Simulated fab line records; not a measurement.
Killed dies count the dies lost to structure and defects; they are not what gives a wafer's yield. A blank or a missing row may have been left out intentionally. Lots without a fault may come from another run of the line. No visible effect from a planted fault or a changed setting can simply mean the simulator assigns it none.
fab line records	flow nand-harc	part 1 of 2: steps 1 to 4 of 6
[record] lots = 20	wafers = 60	last-day = 33
route steps=1302 shown P_GATE@156 P_CONTACT@235 P_M1@299
lots with no fault: from the same line, run without faults
start-h: start of the lot's first displayed wafer, in hours after the record's first day	wait-h: hours since the lot's step before	" same as the row above	L1.1+2: a row that stands for several wafers	- no value present, or no start provided	* or withheld: withheld	< > ~ a bound
route shown NAME@n: names a module that has steps shown in the file, with the first one's number in the route	usual: average and standard deviation across the fault-free wafers	same: alike in all rows	chamber/n: place in a boat	sites: the reading at each site	_std_site: how widely they spread, as a standard deviation	_edge_site: the outer-site mean with the inner-site mean subtracted	radius-mm: for every site, how far away it sits from the centre of the wafer	mask NAME#n: copy n	behind: the most recent tool/chamber to have shaped the wafer	hold: why the lot was held/for how many hours/how that ended	device: the transistor (n, p or np) that didn't switch	end of line: tests run on the same wafers once the route is complete	a step given without rows: its recipe and nothing more	killed: dies lost to structure and defects at the first sort, not the wafer's yield	map: a wafer's dies, marking killed ones x, the rest . and places with no die _
set.NAME: setting as actually run; set.NAME@STEP: the setting as run at that earlier step	model.NAME: the simulator's own value behind a step, which no gauge read
steps of the route over a sample of lots; a table a step, a row a wafer
services: from which hour (start-h, from the record's first day; less than 0 if before it) a tool's chamber was out of use, for how many hours, and why
[[steps]]
[step NHARC_P_GATE_ETCHBACK_37]
[recipe] target-depth-a = 345	time-s = 17.2	chf3-flow-sccm = 50	o2-flow-sccm = 10	ar-flow-sccm = 200	rf-w = 500	bias-w = 200	chemistry = CHF3/O2
[usual] drypump-motor-current-A = 5.8/0.38	mfc-ar-sccm = 200.0/0.66	oes-product-au = 0.95/0.036	rf-vpp-V = 371.7/2	showerhead-plenum-p-Torr = 2.46/0.085	throttle-valve-pct = 20.572/0.0094
lot.wafer	tool	chamber	start-h	wait-h	drypump-motor-current-A	mfc-ar-sccm	oes-product-au	rf-hours-counter-h	rf-vpp-V	showerhead-plenum-p-Torr	throttle-valve-pct
L074.4	rie-diel-11	0	-	-	6.0	199.7	0.91	0	373.0	2.50	20.572
L074.3	"	3	"	"	5.9	198.8	0.91	1	371.4	2.37	20.550
L074.6	"	1	"	"	6.2	200.4	0.92	-	373.9	2.51	20.569
L075.3	rie-diel-11	0	-	-	6.0	198.0	0.92	1	371.9	2.50	20.576
L075.4	"	2	"	"	5.7	200.6	0.92	1	373.4	2.55	20.588
L075.5	"	0	"	"	5.9	199.0	0.92	-	371.8	2.50	20.568
L076.6	rie-diel-06	1	-	-	5.4	199.8	1.00	-	371.1	2.46	20.573
L076.5	"	3	"	"	5.7	200.3	1.00	-	369.7	2.35	20.569
L076.4	"	0	"	"	6.1	200.2	0.99	-	374.0	2.54	20.580
L078.2	rie-diel-03	1	-	-	5.7	201.2	1.00	3	366.6	2.28	20.571
L078.4	"	2	"	"	6.1	199.9	0.99	3	373.9	2.53	20.574
L078.6	"	3	"	"	4.8	198.5	0.99	-	373.8	2.54	20.557
L079.1	rie-diel-03	0	-	-	5.5	201.3	0.99	3	372.5	2.48	20.542
L079.3	"	1	"	"	5.7	199.4	1.00	3	367.9	2.28	20.575
L079.5	"	0	"	"	5.5	200.5	1.00	-	372.4	2.48	20.563
L080.1	rie-diel-06	0	-	-	6.2	199.7	0.91	1	372.3	2.53	20.549
L080.5	"	1	"	"	5.4	201.0	0.91	-	372.2	2.46	20.563
L080.4	"	3	"	"	5.8	199.7	0.91	-	369.0	2.35	20.570
L081.1	rie-diel-11	3	-	-	5.9	200.0	1.00	4	370.6	2.37	20.562
L081.4	"	0	"	"	6.0	199.5	1.01	4	372.5	2.50	20.574
L081.2	"	2	"	"	5.7	200.1	1.02	4	373.3	2.55	20.569
L083.1	rie-diel-06	3	-	-	5.7	200.1	0.95	4	369.4	2.35	20.566
L083.4	"	0	"	"	6.1	201.2	0.93	5	373.0	2.53	20.562
L083.6	"	2	"	"	6.1	200.9	0.93	-	368.8	2.38	20.575
L084.1	rie-diel-11	3	-	-	5.9	199.7	1.00	5	371.1	2.37	20.573
L084.6	"	3	"	"	5.9	200.6	1.01	-	370.8	2.37	20.560
L084.5	"	0	"	"	6.0	199.9	1.00	-	372.7	2.50	20.573
L085.1	rie-diel-11	2	-	-	5.7	199.1	0.91	7	375.3	2.55	20.587
L085.3	"	0	"	"	6.0	199.9	0.92	6	372.5	2.50	20.576
L085.5	"	2	"	"	5.8	199.6	0.94	-	374.0	2.55	20.575
L089.3	rie-diel-11	1	-	-	6.1	199.6	0.91	9	372.6	2.50	20.578
L089.2	"	3	"	"	5.9	200.9	0.93	9	368.9	2.37	20.559
L089.5	"	1	"	"	6.2	199.6	0.92	-	373.7	2.50	20.581
L088.2	rie-diel-11	1	-	-	6.2	200.3	0.99	9	372.3	2.50	20.555
L088.5	"	2	"	"	5.8	200.2	1.00	-	373.1	2.55	20.570
L088.6	"	3	"	"	5.9	200.2	1.01	-	370.3	2.37	20.572
L090.1	rie-diel-03	3	-	-	4.8	199.7	0.92	7	373.7	2.54	20.555
L090.2	"	1	"	"	5.8	200.1	0.93	11	368.5	2.28	20.573
L090.6	"	3	"	"	4.8	199.1	0.93	-	372.5	2.54	20.573
L091.3	rie-diel-03	2	-	-	6.1	201.3	0.93	10	375.1	2.53	20.577
L091.2	"	3	"	"	4.8	199.8	0.92	7	373.4	2.54	20.566
L091.5	"	1	"	"	5.8	199.6	0.94	-	367.4	2.28	20.565
L092.4	rie-diel-06	0	-	-	6.1	200.0	0.97	10	373.4	2.53	20.566
L092.5	"	1	"	"	5.4	199.9	0.97	-	371.5	2.46	20.564
L092.6	"	2	"	"	6.2	200.2	0.98	-	370.5	2.37	20.561
L093.4	rie-diel-03	2	-	-	6.1	199.0	0.96	1	372.9	2.53	20.582
L093.5	"	1	"	"	5.7	201.1	0.94	-	367.3	2.28	20.576
L093.6	"	2	"	"	6.1	199.5	0.96	-	373.9	2.53	20.588
L094.3	rie-diel-06	2	-	-	6.1	200.5	0.91	9	371.3	2.37	20.571
L094.1	"	0	"	"	6.1	200.4	0.92	10	373.7	2.53	20.570
L094.4	"	1	"	"	5.4	199.8	0.92	10	372.9	2.46	20.583
L095.1	rie-diel-06	2	-	-	6.1	199.6	0.99	0	369.8	2.37	20.583
L095.2	"	3	"	"	5.7	199.8	1.00	0	371.7	2.34	20.553
L095.6	"	2	"	"	6.1	199.9	0.99	-	371.6	2.37	20.570
L096.2	rie-diel-06	0	-	-	6.1	200.9	0.98	0	373.9	2.53	20.575
L096.5	"	1	"	"	5.4	200.1	0.99	-	370.7	2.46	20.576
L096.6	"	2	"	"	6.1	200.8	0.98	-	369.0	2.38	20.571
L097.2	rie-diel-11	3	-	-	5.9	199.7	1.01	5	369.6	2.37	20.570
L097.1	"	0	"	"	6.0	200.3	0.99	4	372.4	2.49	20.579
L097.5	"	3	"	"	5.9	199.2	1.00	-	371.0	2.37	20.562
[step NHARC_P_CONTACT_DESCUM_17]
[recipe] time-s = 3	o2-flow-sccm = 200	ar-flow-sccm = 0	bias-power-w = 0	chemistry = O2
[usual] drypump-motor-current-A = 5.7/0.55	mfc-ar-sccm = 0.006/0.0085	oes-product-au = 0.999/0.0066	rf-vpp-V = 57.8/0.96	showerhead-plenum-p-Torr = 1.92/0.097	throttle-valve-pct = 11.311/0.0084
lot.wafer	tool	chamber	start-h	wait-h	drypump-motor-current-A	mfc-ar-sccm	oes-product-au	rf-hours-counter-h	rf-vpp-V	showerhead-plenum-p-Torr	throttle-valve-pct
L074.4	rie-diel-05	3	114.55	0.1	6.0	0	0.995	1.4	57.7	1.80	11.316
L074.3	"	1	"	"	6.2	0.006	1.006	1.3	56.6	1.88	11.314
L074.6	"	3	"	"	6.0	0	0.991	-	58.0	1.80	11.312
L075.4	rie-diel-10	0	132.46	0.1	6.4	0.002	1.006	1.4	56.5	1.87	11.322
L075.3	"	2	"	"	6.1	0.029	1.000	1.3	57.6	2.00	11.306
L075.5	"	1	"	"	4.8	0	0.987	-	57.8	2.07	11.322
L076.4	rie-diel-10	2	134.83	0.1	6.1	0.029	1.003	1.6	58.8	2.00	11.300
L076.5	"	3	"	"	5.6	0.016	1.004	-	59.0	2.06	11.317
L076.6	"	0	"	"	6.4	0.002	1.015	-	57.7	1.87	11.311
L078.4	rie-diel-10	3	159.43	0.1	5.6	0.016	0.996	2.4	57.5	2.06	11.304
L078.2	"	1	"	"	4.8	0	0.994	2.5	58.6	2.07	11.301
L078.6	"	0	"	"	6.4	0.002	0.997	-	57.7	1.87	11.306
L079.3	rie-diel-10	0	164.14	0.1	6.4	0.002	1.005	2.8	57.2	1.87	11.317
L079.1	"	2	"	"	6.1	0.029	1.003	2.8	55.9	2.00	11.300
L079.5	"	1	"	"	4.8	0	0.986	-	58.3	2.07	11.312
L080.4	rie-diel-01	0	176.10	0.1	5.3	0	1.007	6.0	57.4	1.82	11.323
L080.1	"	3	"	"	5.2	0	1.000	6.0	57.7	1.82	11.317
L080.5	"	1	"	"	6.5	0.007	1.002	-	57.7	1.90	11.317
L081.1	rie-diel-05	0	186.75	0.1	5.8	0	1.007	2.7	59.1	1.97	11.317
L081.2	"	1	"	"	6.2	0.006	1.000	3.2	57.1	1.87	11.296
L081.4	"	2	"	"	4.9	0.014	0.997	3.1	54.9	1.80	11.306
L083.4	rie-diel-05	3	212.61	0.1	6.0	0	0.999	3.7	57.1	1.80	11.301
L083.1	"	0	"	"	5.8	0	0.997	3.5	58.6	1.97	11.322
L083.6	"	1	"	"	6.2	0.006	0.997	-	57.7	1.87	11.314
L084.1	rie-diel-10	3	214.36	0.1	5.6	0.016	0.994	4.6	59.7	2.06	11.299
L084.5	"	0	"	"	6.5	0.002	0.998	-	58.4	1.87	11.314
L084.6	"	1	"	"	4.8	0	0.990	-	57.5	2.07	11.313
L085.1	rie-diel-01	0	227.13	0.1	5.3	0	1.004	0.5	58.2	1.82	11.299
L085.3	"	1	"	"	6.5	0.007	1.003	0.6	59.3	1.90	11.301
L085.5	"	3	"	"	5.2	0	1.001	-	57.7	1.82	11.306
L089.2	rie-diel-05	0	264.01	0.1	5.8	0	0.988	0.7	56.9	1.96	11.319
L089.3	"	1	"	"	6.2	0.006	0.995	0.7	55.7	1.87	11.323
L089.5	"	0	"	"	5.8	0	0.995	-	57.2	1.97	11.315
L088.2	rie-diel-10	0	264.75	0.1	6.4	0.002	1.004	0.3	58.1	1.87	11.307
L088.5	"	3	"	"	5.6	0.016	1.005	-	58.3	2.06	11.311
L088.6	"	0	"	"	6.5	0.002	1.010	-	58.5	1.87	11.289
L090.1	rie-diel-05	3	276.78	0.1	6.0	0	0.996	1.2	56.4	1.80	11.305
L090.2	"	0	"	"	5.8	0	0.996	1.0	57.6	1.97	11.301
L090.6	"	3	"	"	6.0	0	0.995	-	58.9	1.80	11.318
L091.2	rie-diel-05	3	287.99	0.1	6.0	0	1.004	1.6	57.4	1.80	11.315
L091.3	"	2	"	"	4.8	0.014	0.999	1.9	57.7	1.80	11.299
L091.5	"	0	"	"	5.8	0	1.005	-	57.1	1.96	11.316
L092.4	rie-diel-05	3	300.93	0.1	6.0	0	0.992	2.1	56.8	1.80	11.314
L092.5	"	0	"	"	5.8	0	0.998	-	57.6	1.96	11.303
L092.6	"	1	"	"	6.2	0.006	1.010	-	57.1	1.87	11.302
L093.4	rie-diel-10	2	311.93	0.1	6.1	0.029	0.998	1.7	57.3	2.00	11.307
L093.6	"	1	"	"	4.8	0	0.991	-	58.6	2.07	11.324
L093.5	"	2	"	"	6.1	0.029	0.993	-	58.0	2.00	11.320
L094.3	rie-diel-05	1	312.82	0.1	6.2	0.006	1.001	2.8	58.6	1.87	11.301
L094.1	"	3	"	"	6.0	0	0.985	2.5	56.6	1.79	11.304
L094.4	"	0	"	"	5.8	0	1.007	2.3	58.5	1.96	11.311
L095.1	rie-diel-01	2	330.61	0.1	5.5	0	0.990	6.5	58.2	2.01	11.307
L095.2	"	0	"	"	5.3	0	0.992	6.4	58.3	1.81	11.307
L095.6	"	2	"	"	5.5	0	1.001	-	59.4	2.01	11.313
L096.2	rie-diel-05	3	335.41	0.1	6.0	0	0.996	3.1	57.7	1.79	11.312
L096.5	"	0	"	"	5.8	0	1.012	-	59.6	1.96	11.321
L096.6	"	1	"	"	6.2	0.006	1.003	-	57.1	1.87	11.301
L097.1	rie-diel-05	0	344.99	0.1	5.8	0	1.011	3.3	58.7	1.96	11.317
L097.2	"	2	"	"	4.9	0.014	1.002	3.9	57.8	1.80	11.307
L097.5	"	3	"	"	6.0	0	0.995	-	56.7	1.79	11.305
[step NHARC_P_CONTACT_ETCH_18]
[recipe] target-depth-a = 4810	time-s = 240.5	c4f8-flow-sccm = 20	o2-flow-sccm = 10	ar-flow-sccm = withheld	rf-w = 600	bias-w = 1500	chemistry = C4F8/O2/Ar
[usual] oes-product-au = 0.955/0.021	rf-vpp-V = 978/6.7
lot.wafer	tool	chamber	start-h	wait-h	oes-product-au	rf-hours-counter-h	rf-vpp-V
L074.3	rie-diel-05	0	-	-	0.948	1.5	983
L074.4	"	1	"	"	0.959	1.6	976
L074.6	"	0	"	"	0.947	-	983
L075.3	rie-diel-10	2	-	-	0.962	1.4	984
L075.4	"	0	"	"	0.950	1.7	975
L075.5	"	3	"	"	0.954	-	986
L076.4	rie-diel-10	2	-	-	0.964	1.7	984
L076.6	"	2	"	"	0.970	-	984
L076.5	"	3	"	"	0.953	-	986
L078.2	rie-diel-10	0	-	-	0.959	2.7	974
L078.4	"	1	"	"	0.972	2.7	988
L078.6	"	0	"	"	0.973	-	974
L079.1	rie-diel-10	0	-	-	0.968	3.1	976
L079.3	"	1	"	"	0.957	3.0	988
L079.5	"	2	"	"	0.980	-	984
L080.1	rie-diel-01	3	-	-	0.980	6.3	972
L080.4	"	0	"	"	0.959	6.3	972
L080.5	"	3	"	"	0.975	-	972
L081.2	rie-diel-05	1	-	-	0.942	3.4	975
L081.1	"	3	"	"	0.953	3.5	970
L081.4	"	0	"	"	0.949	3.0	981
L083.1	rie-diel-05	1	-	-	0.924	4.3	975
L083.6	"	0	"	"	0.921	-	980
L083.4	"	1	"	"	0.927	-	977
L084.1	rie-diel-10	0	-	-	0.961	4.8	976
L084.6	"	2	"	"	0.980	-	984
L084.5	"	3	"	"	0.986	-	989
L085.3	rie-diel-01	3	-	-	0.964	1.0	971
L085.1	"	2	"	"	0.965	1.1	984
L085.5	"	3	"	"	0.960	-	971
L089.2	rie-diel-05	2	-	-	0.925	1.1	969
L089.3	"	1	"	"	0.923	0.9	976
L089.5	"	3	"	"	0.929	-	970
L088.2	rie-diel-10	2	-	-	0.974	0.5	983
L088.6	"	0	"	"	0.966	-	975
L088.5	"	1	"	"	0.980	-	987
L090.1	rie-diel-05	1	-	-	0.984	1.4	976
L090.2	"	3	"	"	0.957	1.4	971
L090.6	"	2	"	"	0.985	-	970
L091.2	rie-diel-05	3	-	-	0.912	1.8	970
L091.3	"	0	"	"	0.926	1.6	984
L091.5	"	1	"	"	0.933	-	975
L092.4	rie-diel-05	3	-	-	0.978	2.3	971
L092.5	"	0	"	"	0.968	-	982
L092.6	"	1	"	"	0.962	-	976
L093.4	rie-diel-10	2	-	-	0.953	2.0	984
L093.6	"	1	"	"	0.952	-	989
L093.5	"	2	"	"	0.953	-	985
L094.3	rie-diel-05	3	-	-	0.919	2.7	971
L094.4	"	0	"	"	0.923	2.6	982
L094.1	"	1	"	"	0.918	3.0	975
L095.1	rie-diel-01	2	-	-	0.973	6.6	985
L095.2	"	3	"	"	0.976	5.6	970
L095.6	"	2	"	"	0.968	-	985
L096.2	rie-diel-05	2	-	-	0.980	3.8	971
L096.5	"	2	"	"	0.971	-	970
L096.6	"	3	"	"	0.965	-	970
L097.2	rie-diel-05	0	-	-	0.939	3.5	982
L097.1	"	2	"	"	0.933	4.2	969
L097.5	"	0	"	"	0.947	-	982
[step NHARC_P_M1_ETCH_35]
[recipe] target-depth-a = 400	overetch-a = 120	time-s = 43.94	ion-energy-ev = 200	n2-flow-sccm = 150	h2-flow-sccm = 150	ar-flow-sccm = 0	rf-w = 400	bias-w = 150	chemistry = N2/H2
[usual] drypump-motor-current-A = 6.1/0.33	h2-flow-sccm = 150.0/0.44	mfc-ar-sccm = 0.006/0.0098	oes-product-au = 1.003/0.0074	rf-vpp-V = 431.0/2.4	showerhead-plenum-p-Torr = 2.06/0.086	throttle-valve-pct = 14.171/0.0076
lot.wafer	tool	chamber	start-h	wait-h	drypump-motor-current-A	h2-flow-sccm	mfc-ar-sccm	oes-product-au	rf-hours-counter-h	rf-vpp-V	showerhead-plenum-p-Torr	throttle-valve-pct
L074.3	rie-diel-12	2	123.16	0.1	6.3	149.9	0.011	0.999	3	425.6	1.91	14.171
L074.4	"	3	"	"	6.5	149.7	0.005	1.004	2	431.8	2.06	14.174
L074.6	"	2	"	"	6.3	149.9	0.011	1.000	-	426.0	1.91	14.151
L075.4	rie-diel-13	1	140.69	0.1	6.3	149.8	0	1.008	8	433.1	2.14	14.171
L075.3	"	2	"	"	5.8	150.2	0	0.998	9	430.8	2.05	14.183
L075.5	"	0	"	"	6.6	149.2	0	1.010	-	429.7	1.99	14.173
L076.4	rie-diel-12	1	144.20	0.1	5.7	149.7	0	1.011	5	428.1	2.01	14.158
L076.5	"	0	"	"	6.3	150.2	0	1.008	-	433.8	2.15	14.185
L076.6	"	1	"	"	5.7	150.4	0	1.007	-	429.2	2.01	14.168
L078.4	rie-diel-07	2	168.17	0.1	5.6	150.2	0	0.997	10	430.3	2.05	14.165
L078.2	"	3	"	"	6.0	149.8	0.018	0.998	9	432.4	2.11	14.164
L078.6	"	2	"	"	5.6	150.4	0	1.007	-	431.1	2.05	14.171
L079.3	rie-diel-12	2	172.49	0.1	6.3	150.0	0.011	1.002	6	427.4	1.90	14.169
L079.1	"	0	"	"	6.3	150.3	0	0.987	6	433.3	2.15	14.177
L079.5	"	1	"	"	5.7	149.6	0	0.999	-	431.0	2.01	14.171
L080.4	rie-diel-12	0	184.41	0.1	6.2	150.7	0	1.010	8	433.3	2.15	14.172
L080.1	"	1	"	"	5.7	150.6	0	1.007	7	430.9	2.01	14.183
L080.5	"	0	"	"	6.3	150.6	0	0.993	-	433.0	2.15	14.170
L081.4	rie-diel-13	2	194.82	0.1	5.8	149.8	0	1.004	1	432.5	2.05	14.166
L081.2	"	0	"	"	6.6	150.1	0	0.997	1	428.9	1.99	14.177
L081.1	"	1	"	"	6.3	150.4	0	0.992	1	432.6	2.14	14.176
L083.1	rie-diel-07	2	220.91	0.1	5.6	150.2	0	0.985	30	431.4	2.05	14.163
L083.4	"	0	"	"	5.8	150.1	0	1.004	30	434.5	2.15	14.170
L083.6	"	3	"	"	6.0	148.9	0.018	1.000	-	431.7	2.10	14.172
L084.1	rie-diel-12	3	223.17	0.6	6.5	149.5	0.005	1.009	11	431.3	2.06	14.171
L084.6	"	1	"	"	5.7	150.0	0	1.018	-	429.3	2.00	14.165
L084.5	"	2	"	"	6.3	149.8	0.011	0.997	-	426.1	1.90	14.173
L085.3	rie-diel-13	0	235.42	0.1	6.6	149.8	0	1.005	3	428.7	1.99	14.174
L085.1	"	1	"	"	6.3	149.2	0	0.995	3	431.8	2.14	14.168
L085.5	"	2	"	"	5.8	150.7	0	1.005	-	431.2	2.05	14.172
L089.2	rie-diel-13	2	272.26	0.1	5.7	150.4	0	0.997	6	430.1	2.05	14.175
L089.3	"	3	"	"	5.9	149.7	0.029	1.008	6	434.3	2.19	14.176
L089.5	"	3	"	"	5.9	149.4	0.029	1.010	-	435.0	2.19	14.179
L088.2	rie-diel-13	2	273.17	0.1	5.7	149.9	0	1.006	6	431.7	2.05	14.161
L088.5	"	3	"	"	5.9	149.9	0.029	1.006	-	433.9	2.19	14.177
L088.6	"	0	"	"	6.5	149.8	0	0.997	-	429.3	1.99	14.175
L090.1	rie-diel-12	0	284.95	0.1	6.2	150.8	0	0.986	0	433.5	2.15	14.178
L090.2	"	1	"	"	5.7	150.1	0	0.994	0	427.9	2.00	14.162
L090.6	"	0	"	"	6.2	150.6	0	0.996	-	434.3	2.15	14.175
L091.2	rie-diel-12	3	296.38	0.1	6.5	150.5	0.005	1.008	2	432.0	2.05	14.177
L091.3	"	1	"	"	5.7	150.5	0	1.001	2	429.1	2.00	14.166
L091.5	"	0	"	"	6.2	149.6	0	1.003	-	432.8	2.15	14.155
L092.4	rie-diel-13	2	309.32	0.1	5.7	149.9	0	1.009	8	430.3	2.05	14.167
L092.6	"	1	"	"	6.3	150.6	0	0.994	-	433.6	2.14	14.161
L092.5	"	2	"	"	5.7	150.0	0	1.007	-	431.4	2.05	14.175
L093.4	rie-diel-12	3	319.98	0.1	6.5	150.1	0.005	0.987	3	429.6	2.05	14.166
L093.6	"	1	"	"	5.7	149.8	0	1.000	-	430.7	2.00	14.178
L093.5	"	2	"	"	6.3	149.6	0.011	0.993	-	427.5	1.90	14.155
L094.1	rie-diel-13	2	321.27	0.1	5.7	150.4	0	0.996	9	431.8	2.05	14.167
L094.3	"	0	"	"	6.5	151.1	0	1.006	8	429.2	1.98	14.173
L094.4	"	0	"	"	6.5	151.0	0	0.999	-	428.7	1.98	14.177
L095.2	rie-diel-13	1	339.13	0.1	6.3	149.4	0	1.005	8	432.9	2.14	14.163
L095.1	"	3	"	"	5.9	149.9	0.029	1.014	10	433.9	2.19	14.174
L095.6	"	1	"	"	6.3	150.7	0	0.998	-	431.9	2.14	14.168
L096.2	rie-diel-07	3	344.50	0.1	6.0	149.9	0.018	1.018	15	432.4	2.09	14.167
L096.6	"	0	"	"	5.8	149.9	0	1.016	-	434.1	2.14	14.145
L096.5	"	1	"	"	5.5	149.0	0.021	0.995	-	429.7	2.01	14.173
L097.2	rie-diel-12	1	353.84	0.1	5.7	149.6	0	1.005	7	429.7	2.00	14.171
L097.1	"	2	"	"	6.3	150.9	0.011	0.998	6	426.6	1.90	14.168
L097.5	"	3	"	"	6.5	150.2	0.005	0.997	-	429.4	2.05	14.172
